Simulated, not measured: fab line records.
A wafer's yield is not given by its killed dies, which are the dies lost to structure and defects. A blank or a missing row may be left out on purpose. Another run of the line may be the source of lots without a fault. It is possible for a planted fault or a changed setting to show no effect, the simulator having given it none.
Chamber matching | flow n5-finfet | ald-metal-03 running N5_BEOL_M6_ALD_77: 4 sister chambers
The step deposits TaN, target thk 2 nm, pulse time 2 s, purge time 3 s. 4 wafers are shown with their chamber, then 8 later ones without.

== EACH WAFER AND ITS CHAMBER ==
wafer  | chamber | heater-power-w (W)
L076.2 | 3       | 461
L084.2 | 2       | 379
L084.6 | 0       | 375
L086.3 | 1       | 508

== WAFERS WITHOUT THEIR CHAMBER ==
wafer  | heater-power-w (W)
L086.4 | 451
L086.5 | 368
L092.1 | 370
L092.2 | 382
L092.3 | 456
L097.2 | 459
L097.4 | 388
L097.5 | 393

== CHAMBER TAKEN BY EACH ==
wafer  | from the rows above     | in truth
L086.4 | 3                       | 3
L086.5 | can't be placed: 0 or 2 | 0
L092.1 | can't be placed: 0 or 2 | 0
L092.2 | can't be placed: 2 or 0 | 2
L092.3 | 3                       | 3
L097.2 | 3                       | 3
L097.4 | can't be placed: 2 or 0 | 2
L097.5 | can't be placed: 2 or 0 | 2
Correct placement for 3 of the 8. Unplaceable from these rows: 5, with the true chamber sitting among the candidates in 5. Placed wrongly: 0.
How it was worked out, from the rows above alone: a wafer's distance from a chamber is the root of the sum, over the readings, of the square of ((its reading less the chamber's mean) divided by the reading's scatter). The wafer belongs to the nearest chamber; if the next one is less than 2 further off, it can't be placed. Each chamber's mean is taken over the wafers shown for it. The scatter (one wafer shown for each chamber): square how far every hidden wafer sits from the nearest shown wafer, average those squares and take the square root.
